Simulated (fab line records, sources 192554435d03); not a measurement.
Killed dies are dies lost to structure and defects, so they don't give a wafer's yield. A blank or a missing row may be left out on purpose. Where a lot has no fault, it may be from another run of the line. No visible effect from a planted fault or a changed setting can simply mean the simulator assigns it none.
fab line records + flow n5_finfet
[record]
- lots = 10
- wafers = 30
- last_day = 17
route steps=1938 shown STI_FIN_REVEAL@204 BEOL_M4@1097 BEOL_M5@1113 PASSIVATION@1936
lots with no fault: from the same line, run without faults
start_h: hours from the record's opening day to when the first of the lot's shown wafers began + wait_h: hours from the lot's prior step to this one + " the same as in the row above + L1.1+2: a single row standing in for several wafers + - either no value or no given start + * or withheld: withheld + < > ~ a bound
route shown NAME@n: names a module that has steps shown in the file, with the first one's number in the route + usual: mean/standard deviation of fault-free wafers + same: alike in all rows + chamber/n: place in a boat + sites: per-site readings + _std_site: the standard deviation of these + _edge_site: mean of outer sites minus mean of inner sites + radius_mm: how far each site lies from the wafer's centre + mask NAME#n: copy n + behind: the most recent tool/chamber to have shaped the wafer + hold: the reason the lot was held/the length of the hold in hours/how it ended + device: the n, p or np transistor that did not switch + end of line: the same wafers' tests at the end of the route + a step without rows: its recipe alone + killed: at the first sort, the dies lost to defects and structure; wafer yield is something else + map: per-die view of a wafer (x killed, . not killed, _ where there is no die)
set.NAME: the setting the step ran with; set.NAME@STEP: the setting that earlier step ran with + model.NAME: the simulator's own value behind a step, which no gauge read
steps of the route over a sample of lots; a table a step, a row a wafer
services: the hour from which a tool's chamber was out of use, counted from the record's first day as start_h (under 0 if before that day), plus the number of hours and why
[[steps]]
[step N5_STI_FIN_REVEAL_OXIDATION_33]
[recipe]
- chemistry = O2_PLASMA_REMOTE
- temp_c = 150
- time_s = 20
- pressure_mtorr = 1000
- source_power_w = 2000
- o2_flow_sccm = 3000
[usual]
- chamber_pressure_mTorr = 1000.0/1.2
- drypump_motor_current_A = 5.6/0.4
- heater_power_w = 144/15
| lot.wafer | tool            | chamber | start_h | wait_h | chamber_pressure_mTorr | drypump_motor_current_A | heater_power_w | rf_hours_counter_h |
|-----------|-----------------|---------|---------|--------|------------------------|-------------------------|----------------|--------------------|
| L440.1    | plasma_asher-02 | 0       | 37.79   | 0.0    | 999.8                  | 5.7                     | 131            | 74                 |
| L440.2    | "               | 1       | "       | "      | 998.6                  | 6.2                     | 135            | 74                 |
| L440.6    | "               | 0       | "       | "      | 998.4                  | 5.7                     | 128            | -                  |
| L442.1    | plasma_asher-02 | 1       | 49.01   | 0.0    | 1000.5                 | 6.2                     | 137            | 77                 |
| L442.2    | "               | 0       | "       | "      | 1001.2                 | 5.7                     | 127            | 77                 |
| L442.4    | "               | 0       | "       | "      | 999.5                  | 5.7                     | 130            | -                  |
| L443.2    | plasma_asher-02 | 1       | 56.01   | 0.0    | 999.3                  | 6.3                     | 139            | 78                 |
| L443.5    | "               | 1       | "       | "      | 999.3                  | 6.2                     | 134            | -                  |
| L443.6    | "               | 0       | "       | "      | 998.4                  | 5.7                     | 127            | -                  |
| L444.3    | plasma_asher-02 | 1       | 60.90   | 0.0    | 1000.4                 | 6.3                     | 135            | -                  |
| L444.5    | "               | 0       | "       | "      | 1001.2                 | 5.7                     | 130            | -                  |
| L444.6    | "               | 1       | "       | "      | 999.4                  | 6.2                     | 138            | -                  |
| L445.2    | plasma_asher-01 | 1       | 66.76   | 0.0    | 999.8                  | 5.1                     | 166            | 41                 |
| L445.4    | "               | 0       | "       | "      | 1000.4                 | 5.6                     | 136            | -                  |
| L445.5    | "               | 1       | "       | "      | 999.6                  | 5.1                     | 171            | -                  |
| L446.3    | plasma_asher-02 | 1       | 75.78   | 0.0    | 1000.4                 | 6.2                     | 133            | -                  |
| L446.5    | "               | 0       | "       | "      | 1000.7                 | 5.7                     | 123            | -                  |
| L446.6    | "               | 1       | "       | "      | 999.8                  | 6.2                     | 136            | -                  |
| L447.1    | plasma_asher-01 | 0       | 78.39   | 0.0    | 999.7                  | 5.6                     | 140            | 43                 |
| L447.3    | "               | 0       | "       | "      | 1000.6                 | 5.6                     | 137            | -                  |
| L447.5    | "               | 0       | "       | "      | 999.8                  | 5.6                     | 136            | -                  |
| L449.2    | plasma_asher-01 | 0       | 89.74   | 0.0    | 999.1                  | 5.6                     | 140            | 46                 |
| L449.5    | "               | 0       | "       | "      | 1001.0                 | 5.6                     | 137            | -                  |
| L449.6    | "               | 1       | "       | "      | 999.5                  | 5.1                     | 164            | -                  |
| L456.3    | plasma_asher-02 | 0       | 132.09  | 0.0    | 1001.2                 | 5.7                     | 130            | -                  |
| L456.5    | "               | 1       | "       | "      | 999.8                  | 6.2                     | 139            | -                  |
| L456.6    | "               | 0       | "       | "      | 1003.2                 | 5.7                     | 131            | -                  |
| L463.1    | plasma_asher-01 | 0       | 176.19  | 0.0    | 1008.6                 | 5.6                     | 139            | 66                 |
| L463.2    | "               | 1       | "       | "      | 1001.0                 | 5.1                     | 167            | 66                 |
| L463.3    | "               | 0       | "       | "      | 1001.8                 | 5.6                     | 139            | -                  |
[step N5_BEOL_M4_ANNEAL_93]
[recipe]
- temp_c = 400
- time_s = 240
- ambient = vacuum
[usual]
- heater_power_w = 836/86
- susceptor_temp_C = 399.99/0.23
| lot.wafer | tool           | chamber | start_h | wait_h | heater_power_w | susceptor_temp_C |
|-----------|----------------|---------|---------|--------|----------------|------------------|
| L440.1    | pvd_sputter-01 | -       | 166.42  | 0.0    | 804            | 400.00           |
| L440.2    | "              | -       | "       | "      | 870            | 399.73           |
| L440.6    | "              | -       | "       | "      | 836            | 399.39           |
| L442.1    | pvd_sputter-01 | -       | 174.13  | 0.0    | 1002           | 400.00           |
| L442.2    | "              | -       | "       | "      | 861            | 400.01           |
| L442.4    | "              | -       | "       | "      | 857            | 399.89           |
| L444.3    | pvd_sputter-03 | -       | 176.33  | 0.0    | 852            | 400.22           |
| L444.5    | "              | -       | "       | "      | 673            | 400.00           |
| L444.6    | "              | -       | "       | "      | 856            | 400.06           |
| L443.2    | pvd_sputter-02 | -       | 180.40  | 0.0    | 747            | 399.97           |
| L443.5    | "              | -       | "       | "      | 794            | 400.15           |
| L443.6    | "              | -       | "       | "      | 928            | 400.36           |
| L445.2    | pvd_sputter-03 | -       | 192.84  | 0.0    | 847            | 400.12           |
| L445.4    | "              | -       | "       | "      | 898            | 399.92           |
| L445.5    | "              | -       | "       | "      | 860            | 399.99           |
| L446.3    | pvd_sputter-01 | -       | 203.31  | 0.0    | 837            | 400.29           |
| L446.5    | "              | -       | "       | "      | 804            | 400.08           |
| L446.6    | "              | -       | "       | "      | 973            | 399.71           |
| L447.1    | pvd_sputter-01 | -       | 218.31  | 0.0    | 863            | 399.84           |
| L447.3    | "              | -       | "       | "      | 809            | 400.19           |
| L447.5    | "              | -       | "       | "      | 861            | 400.54           |
| L449.2    | pvd_sputter-03 | -       | 222.78  | 0.0    | 875            | 399.82           |
| L449.5    | "              | -       | "       | "      | 831            | 400.10           |
| L449.6    | "              | -       | "       | "      | 655            | 400.05           |
| L456.3    | pvd_sputter-01 | -       | 263.57  | 0.0    | 784            | 400.01           |
| L456.5    | "              | -       | "       | "      | 847            | 399.57           |
| L456.6    | "              | -       | "       | "      | 794            | 400.22           |
| L463.1    | pvd_sputter-03 | -       | 304.14  | 0.0    | 690            | 399.87           |
| L463.2    | "              | -       | "       | "      | 889            | 399.99           |
| L463.3    | "              | -       | "       | "      | 888            | 400.05           |
[step N5_BEOL_M4_DEP_57]
[recipe]
- material = SiCN
- target_thk_a = 80
- temp_c = withheld
- precursor = 3MS/NH3
- pressure_torr = 3
- rf_w = 202
- time_s = 14
[usual]
- chamber_pressure_Torr = 3.000/0.0059
- showerhead_plenum_p_Torr = 3.663/0.0097
- throttle_valve_pct = 9.3/0.49
| lot.wafer | tool     | chamber | start_h | wait_h | chamber_pressure_Torr | showerhead_plenum_p_Torr | throttle_valve_pct |
|-----------|----------|---------|---------|--------|-----------------------|--------------------------|--------------------|
| L440.1    | pecvd-04 | 0       | 167.77  | 0.0    | 3.004                 | 3.670                    | 9.6                |
| L440.2    | "        | 1       | "       | "      | 3.006                 | 3.649                    | 9.5                |
| L440.6    | "        | 1       | "       | "      | 3.011                 | 3.655                    | 9.2                |
| L442.1    | pecvd-04 | 0       | 175.48  | 0.0    | 2.992                 | 3.676                    | 9.2                |
| L442.2    | "        | 1       | "       | "      | 3.017                 | 3.659                    | 9.3                |
| L442.4    | "        | 0       | "       | "      | 2.994                 | 3.675                    | 9.5                |
| L444.3    | pecvd-01 | 0       | 177.68  | 0.0    | 2.998                 | 3.655                    | 10.1               |
| L444.5    | "        | 1       | "       | "      | 2.992                 | 3.657                    | 9.7                |
| L444.6    | "        | 0       | "       | "      | 2.997                 | 3.661                    | 9.8                |
| L443.2    | pecvd-04 | 1       | 181.93  | 0.0    | 3.002                 | 3.666                    | 9.5                |
| L443.5    | "        | 2       | "       | "      | 3.013                 | 3.666                    | 8.5                |
| L443.6    | "        | 1       | "       | "      | 3.000                 | 3.649                    | 9.5                |
| L445.2    | pecvd-04 | 1       | 194.18  | 0.0    | 3.002                 | 3.664                    | 9.4                |
| L445.4    | "        | 0       | "       | "      | 2.991                 | 3.677                    | 9.2                |
| L445.5    | "        | 2       | "       | "      | 2.996                 | 3.665                    | 8.3                |
| L446.3    | pecvd-01 | 1       | 204.70  | 0.0    | 2.989                 | 3.657                    | 9.7                |
| L446.5    | "        | 0       | "       | "      | 3.005                 | 3.662                    | 9.9                |
| L446.6    | "        | 1       | "       | "      | 2.992                 | 3.659                    | 9.5                |
| L447.1    | pecvd-01 | 0       | 219.92  | 0.0    | 2.995                 | 3.658                    | 9.8                |
| L447.3    | "        | 0       | "       | "      | 3.002                 | 3.659                    | 9.8                |
| L447.5    | "        | 0       | "       | "      | 2.990                 | 3.667                    | 10.1               |
| L449.2    | pecvd-04 | 1       | 224.12  | 0.0    | 3.001                 | 3.643                    | 9.4                |
| L449.5    | "        | 1       | "       | "      | 3.013                 | 3.653                    | 9.4                |
| L449.6    | "        | 2       | "       | "      | 2.998                 | 3.676                    | 8.6                |
| L456.3    | pecvd-04 | 2       | 265.20  | 0.0    | 2.997                 | 3.671                    | 8.6                |
| L456.5    | "        | 0       | "       | "      | 3.005                 | 3.667                    | 9.5                |
| L456.6    | "        | 2       | "       | "      | 2.996                 | 3.670                    | 8.8                |
| L463.1    | pecvd-01 | 2       | 305.48  | 0.0    | 2.993                 | 3.671                    | 8.7                |
| L463.2    | "        | 1       | "       | "      | 3.001                 | 3.656                    | 9.5                |
| L463.3    | "        | 0       | "       | "      | 3.001                 | 3.657                    | 10.1               |
[step N5_BEOL_M4_RC_MEAS_101]
[usual]
- DIBL_N = 36.4/1.3
- DIBL_P = 36.5/1.7
- IOFF_N = 0.154/0.022
- IOFF_P = 0.202/0.025
- IOFF_P_LIN = 0.095/0.0097
- ION_N = 671/9.8
- ION_P = 460/6.8
- SS_N = 71.6/0.54
- SS_P = 73.4/0.58
- VT_N = 250.9/2.8
- VT_P = -251.4/2.7
| lot.wafer | tool      | chamber | start_h | wait_h | DIBL_N[mV/V] | DIBL_P[mV/V] | IOFF_N[nA/um] | IOFF_P[nA/um] | IOFF_P_LIN[nA/um] | ION_N[uA/um] | ION_P[uA/um] | SS_N[mV/dec] | SS_P[mV/dec] | VT_N[mV] | VT_P[mV] |
|-----------|-----------|---------|---------|--------|--------------|--------------|---------------|---------------|-------------------|--------------|--------------|--------------|--------------|----------|----------|
| L440.1    | prober-01 | 0       | 167.88  | 0.0    | 39.0         | 37.2         | 0.176         | 0.213         | 0.095             | 686          | 469          | 73.3         | 74.2         | 247.0    | -251.2   |
| L440.2    | "         | 0       | "       | "      | 39.4         | 37.7         | 0.183         | 0.222         | 0.098             | 683          | 461          | 72.5         | 74.1         | 247.6    | -249.5   |
| L440.6    | "         | 0       | "       | "      | 40.5         | 39.9         | 0.224         | 0.259         | 0.110             | 697          | 477          | 72.8         | 74.2         | 244.5    | -250.8   |
| L442.1    | prober-02 | 0       | 175.60  | 0.0    | 37.7         | 38.0         | 0.170         | 0.216         | 0.098             | 667          | 457          | 71.6         | 74.3         | 249.1    | -252.6   |
| L442.2    | "         | 0       | "       | "      | 34.9         | 34.4         | 0.125         | 0.167         | 0.081             | 657          | 453          | 70.8         | 73.3         | 255.3    | -256.2   |
| L442.4    | "         | 0       | "       | "      | 37.6         | 37.3         | 0.170         | 0.201         | 0.091             | 672          | 456          | 71.3         | 74.2         | 251.2    | -253.2   |
| L444.3    | prober-02 | 0       | 178.10  | 0.3    | 36.4         | 36.5         | 0.135         | 0.171         | 0.081             | 662          | 448          | 70.7         | 72.7         | 251.5    | -255.8   |
| L444.5    | "         | 0       | "       | "      | 38.7         | 38.8         | 0.172         | 0.203         | 0.091             | 678          | 453          | 71.6         | 74.2         | 247.7    | -253.6   |
| L444.6    | "         | 0       | "       | "      | 38.6         | 38.8         | 0.176         | 0.202         | 0.092             | 676          | 450          | 71.8         | 73.7         | 247.2    | -253.1   |
| L443.2    | prober-02 | 0       | 182.20  | 0.2    | 39.3         | 38.5         | 0.174         | 0.185         | 0.084             | 669          | 447          | 72.4         | 74.5         | 252.2    | -256.8   |
| L443.5    | "         | 0       | "       | "      | 36.8         | 36.2         | 0.132         | 0.155         | 0.075             | 662          | 446          | 71.7         | 72.9         | 253.1    | -256.9   |
| L443.6    | "         | 0       | "       | "      | 35.7         | 34.4         | 0.116         | 0.142         | 0.070             | 657          | 444          | 71.4         | 73.5         | 258.6    | -256.9   |
| L445.2    | prober-02 | 0       | 194.46  | 0.2    | 36.6         | 37.2         | 0.147         | 0.204         | 0.099             | 679          | 463          | 72.0         | 73.4         | 249.0    | -249.7   |
| L445.4    | "         | 0       | "       | "      | 36.0         | 36.3         | 0.145         | 0.201         | 0.097             | 694          | 469          | 71.6         | 72.9         | 250.9    | -250.8   |
| L445.5    | "         | 0       | "       | "      | 35.3         | 35.5         | 0.134         | 0.183         | 0.091             | 665          | 460          | 71.7         | 73.3         | 251.9    | -252.3   |
| L446.3    | prober-02 | 0       | 205.12  | 0.3    | 37.8         | 37.6         | 0.182         | 0.234         | 0.106             | 680          | 470          | 71.4         | 73.9         | 247.4    | -247.5   |
| L446.5    | "         | 0       | "       | "      | 36.2         | 35.6         | 0.152         | 0.199         | 0.093             | 684          | 466          | 70.8         | 73.4         | 249.2    | -249.2   |
| L446.6    | "         | 0       | "       | "      | 36.0         | 35.5         | 0.147         | 0.197         | 0.094             | 681          | 466          | 71.3         | 73.8         | 248.4    | -248.3   |
| L447.1    | prober-02 | 0       | 220.06  | 0.0    | 35.0         | 35.0         | 0.147         | 0.186         | 0.091             | 666          | 460          | 71.6         | 73.4         | 252.3    | -252.5   |
| L447.3    | "         | 0       | "       | "      | 35.8         | 36.2         | 0.169         | 0.206         | 0.099             | 679          | 465          | 71.2         | 73.2         | 249.0    | -253.1   |
| L447.5    | "         | 0       | "       | "      | 35.1         | 34.2         | 0.147         | 0.174         | 0.086             | 666          | 449          | 71.5         | 73.8         | 252.8    | -252.6   |
| L449.2    | prober-01 | 0       | 224.39  | 0.2    | 36.8         | 37.6         | 0.163         | 0.205         | 0.096             | 674          | 460          | 71.6         | 73.1         | 249.0    | -249.7   |
| L449.5    | "         | 0       | "       | "      | 34.7         | 35.0         | 0.129         | 0.174         | 0.085             | 655          | 453          | 71.5         | 73.2         | 253.7    | -253.0   |
| L449.6    | "         | 0       | "       | "      | 35.9         | 36.6         | 0.149         | 0.195         | 0.093             | 672          | 467          | 71.7         | 73.2         | 250.0    | -250.1   |
| L456.3    | prober-01 | 0       | 265.63  | 0.3    | 35.8         | 36.9         | 0.171         | 0.232         | 0.115             | 679          | 466          | 71.2         | 73.1         | 249.9    | -247.1   |
| L456.5    | "         | 0       | "       | "      | 34.6         | 35.4         | 0.136         | 0.197         | 0.097             | 671          | 463          | 71.0         | 73.3         | 252.1    | -249.0   |
| L456.6    | "         | 0       | "       | "      | 37.6         | 39.3         | 0.197         | 0.262         | 0.125             | 684          | 466          | 72.3         | 74.2         | 247.8    | -247.5   |
| L463.1    | prober-01 | 0       | 305.59  | 0.0    | 36.1         | 37.4         | 0.157         | 0.192         | 0.092             | 677          | 453          | 71.5         | 73.3         | 247.4    | -252.0   |
| L463.2    | "         | 0       | "       | "      | 37.4         | 38.9         | 0.189         | 0.220         | 0.101             | 685          | 465          | 71.6         | 74.2         | 245.6    | -250.3   |
| L463.3    | "         | 0       | "       | "      | 37.3         | 38.9         | 0.187         | 0.211         | 0.098             | 669          | 455          | 71.8         | 73.7         | 248.7    | -251.6   |
[step N5_BEOL_M5_CURE_79]
[recipe]
- temp_c = 385
- time_s = 240
- ambient = He/Ar
- material = SiCOH_lowk
[usual]
- lamp_power_pct = 52.32/0.055
- wafer_temp_C_max = 387.0/0.55
| lot.wafer | tool       | chamber | start_h | wait_h | lamp_power_pct | wafer_temp_C_max |
|-----------|------------|---------|---------|--------|----------------|------------------|
| L440.1    | uv_cure-01 | 1       | 168.92  | 0.0    | 52.29          | 388.3            |
| L440.2    | "          | 1       | "       | "      | 52.29          | 387.2            |
| L440.6    | "          | 1       | "       | "      | 52.28          | 387.1            |
| L442.1    | uv_cure-01 | 1       | 176.63  | 0.0    | 52.47          | 386.4            |
| L442.2    | "          | 1       | "       | "      | 52.36          | 387.7            |
| L442.4    | "          | 1       | "       | "      | 52.25          | 387.4            |
| L444.3    | uv_cure-02 | 0       | 178.98  | 0.2    | 52.39          | 386.7            |
| L444.5    | "          | 0       | "       | "      | 52.30          | 387.7            |
| L444.6    | "          | 0       | "       | "      | 52.27          | 386.9            |
| L443.2    | uv_cure-03 | 0       | 183.15  | 0.1    | 52.33          | 387.0            |
| L443.5    | "          | 0       | "       | "      | 52.25          | 386.6            |
| L443.6    | "          | 0       | "       | "      | 52.29          | 386.1            |
| L445.2    | uv_cure-02 | 1       | 195.41  | 0.1    | 52.33          | 387.5            |
| L445.4    | "          | 1       | "       | "      | 52.37          | 386.7            |
| L445.5    | "          | 1       | "       | "      | 52.36          | 387.1            |
| L446.3    | uv_cure-03 | 2       | 206.00  | 0.2    | 52.36          | 387.1            |
| L446.5    | "          | 2       | "       | "      | 52.30          | 386.8            |
| L446.6    | "          | 2       | "       | "      | 52.32          | 387.3            |
| L447.1    | uv_cure-03 | 2       | 221.08  | 0.0    | 52.36          | 387.6            |
| L447.3    | "          | 2       | "       | "      | 52.32          | 387.1            |
| L447.5    | "          | 2       | "       | "      | 52.28          | 387.1            |
| L449.2    | uv_cure-01 | 1       | 225.34  | 0.1    | 52.35          | 386.7            |
| L449.5    | "          | 1       | "       | "      | 52.34          | 386.8            |
| L449.6    | "          | 1       | "       | "      | 52.32          | 387.1            |
| L456.3    | uv_cure-01 | 1       | 266.51  | 0.2    | 52.20          | 387.1            |
| L456.5    | "          | 1       | "       | "      | 52.25          | 386.5            |
| L456.6    | "          | 1       | "       | "      | 52.34          | 387.3            |
| L463.1    | uv_cure-01 | 2       | 306.62  | 0.0    | 52.33          | 387.0            |
| L463.2    | "          | 2       | "       | "      | 52.40          | 386.9            |
| L463.3    | "          | 2       | "       | "      | 52.38          | 387.0            |
[step N5_PASSIVATION_PROBE_49]
[usual]
- defect_limited_yield = 91.1/1.3
- killed_at_M0_to_M3 = 34/10
- killed_at_M4_up = 14/5.7
- killed_at_contacts = 12/5.9
- killed_at_front_end = 41/12
- killed_at_other = 4/3.1
- killed_dies = 105/15
- killed_open = 69/11
- killed_short = 35/7.8
- sort_bin_5_function = 5.3/0.81
- sort_bin_6_memory = 3.3/0.75
- sort_n_pass = 1075/15
- sort_yield_pct = 91.1/1.3
[same]
- gross_dies = 1180
- killed_at_back_side = 0
- sort_bin_4_leakage[%] = 0
- sort_bin_8_speed[%] = 0
| lot.wafer | tool      | chamber | start_h | wait_h | defect_limited_yield[%] | killed_at_M0_to_M3 | killed_at_M4_up | killed_at_contacts | killed_at_front_end | killed_at_other | killed_dies | killed_open | killed_short | sort_bin_5_function[%] | sort_bin_6_memory[%] | sort_n_pass | sort_yield_pct[%] |
|-----------|-----------|---------|---------|--------|-------------------------|--------------------|-----------------|--------------------|---------------------|-----------------|-------------|-------------|--------------|------------------------|----------------------|-------------|-------------------|
| L445.2    | prober-01 | -       | 317.98  | 0.8    | 93.3                    | 25                 | 12              | 16                 | 25                  | 1               | 79          | 46          | 33           | 4.2                    | 2.1                  | 1101        | 93.3              |
| L445.4    | prober-01 | -       | 318.08  | 0.9    | 90.9                    | 32                 | 14              | 10                 | 49                  | 2               | 107         | 67          | 40           | 6.1                    | 2.8                  | 1073        | 90.9              |
| L445.5    | prober-01 | -       | 318.13  | 0.9    | 90.3                    | 39                 | 10              | 20                 | 40                  | 5               | 114         | 77          | 36           | 4.9                    | 4.5                  | 1066        | 90.3              |
| L456.6    | prober-02 | -       | 363.83  | 0.3    | 89.7                    | 32                 | 13              | 11                 | 61                  | 4               | 121         | 77          | 39           | 6.4                    | 3.2                  | 1059        | 89.7              |
// killed by level:class
L445.2 MOL_CONTACT_COAG:geometric_particle:open=10 FIN_SAQP:geometric_particle:short=8 BEOL_M0_SAQP:geometric_particle:short=8 MOL_CONTACT_COAG:geometric_particle:short=6 FIN_SAQP:geometric_particle:open=6 BEOL_M4:geometric_particle:open=6 BEOL_M0_SAQP:geometric_particle:open=4 BEOL_M3:geometric_particle:short=4
L445.4 STI_FIN_REVEAL:geometric_particle:open=15 BEOL_M0_SAQP:geometric_particle:short=10 FIN_SAQP:geometric_particle:short=8 MOL_CONTACT_COAG:geometric_particle:open=8 BEOL_M0_SAQP:geometric_particle:open=8 BEOL_M4:geometric_particle:open=7 BEOL_M2:geometric_particle:open=6 ILD0:geometric_particle:open=4
L445.5 STI_FIN_REVEAL:geometric_particle:open=19 MOL_CONTACT_COAG:geometric_particle:open=17 BEOL_M0_SAQP:geometric_particle:short=11 BEOL_M0_SAQP:geometric_particle:open=11 BEOL_M1:geometric_particle:open=5 BEOL_M4:geometric_particle:open=4 PASS1_CAP:geometric_particle:short=4 FIN_SAQP:geometric_particle:open=3
L456.6 STI_FIN_REVEAL:geometric_particle:open=18 BEOL_M1:geometric_particle:open=12 STI_FIN_REVEAL:geometric_particle:short=10 MOL_CONTACT_COAG:geometric_particle:open=8 BEOL_M3:geometric_particle:open=8 ILD0:geometric_particle:short=6 FIN_SAQP:geometric_particle:short=5 FIN_SAQP:geometric_particle:open=5
[[services]]
| tool            | chamber | start_h | hours | kind                          |
|-----------------|---------|---------|-------|-------------------------------|
| pvd_sputter-02  | -       | 14.66   | 0.8   | repair                        |
| pecvd-04        | 2       | 21.12   | -     | clean                         |
| pecvd-04        | 2       | 21.12   | -     | consumable_replace:showerhead |
| pecvd-04        | 2       | 21.12   | 29.0  | scheduled_down                |
| pecvd-04        | -       | 35.59   | 0.3   | repair                        |
| pvd_sputter-01  | -       | 60.69   | 23.4  | repair                        |
| pvd_sputter-02  | -       | 68.14   | 2.4   | repair                        |
| pvd_sputter-03  | -       | 75.04   | 0.7   | repair                        |
| uv_cure-01      | -       | 99.86   | 5.0   | pm                            |
| pecvd-04        | -       | 110.67  | 40.2  | repair                        |
| plasma_asher-02 | -       | 112.53  | 15.6  | pm                            |
| pvd_sputter-03  | -       | 119.61  | 1.0   | repair                        |
| pecvd-01        | -       | 137.43  | 2.8   | pm                            |
| uv_cure-02      | -       | 138.68  | 7.5   | pm                            |
| uv_cure-01      | -       | 191.32  | 7.5   | pm                            |
| plasma_asher-01 | -       | 208.67  | 0.9   | repair                        |
| pvd_sputter-02  | -       | 222.72  | 1.7   | repair                        |
| uv_cure-03      | -       | 232.22  | 7.5   | pm                            |
| pecvd-01        | -       | 240.01  | 0.7   | repair                        |
| plasma_asher-01 | -       | 246.73  | 1.9   | repair                        |
| uv_cure-03      | -       | 259.64  | 14.6  | pm                            |
| plasma_asher-01 | -       | 262.42  | 4.5   | repair                        |
| uv_cure-01      | -       | 269.13  | 2.1   | pm                            |
| pecvd-01        | 1       | 275.40  | 12.4  | repair                        |
[[key]]
[first_sign]
- step = N5_BEOL_M4_RC_MEAS_101
- reading = IOFF_P_LIN
- direction = up
- sigmas = 2.6
- usual = 0.095
- struck = 0.120
effect none on later readings
met_at N5_STI_FIN_REVEAL_OXIDATION_33
struck_lots L456
struck_wafers L456.3,L456.6
not_acting_at N5_BEOL_M4_ANNEAL_93,N5_BEOL_M4_DEP_57,N5_BEOL_M5_CURE_79
onset_between 75.78 132.09
[fault]
- kind = process_parameter_drift
- tool = plasma_asher-02
- chamber = -
- onset_h = 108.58
- steps = N5_STI_FIN_REVEAL_OXIDATION_33
- channel = time_s
- offset = *
- shape = step
- end_h = 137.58
- scope = struck_wafers_only
- acts_in = *
- stated = *
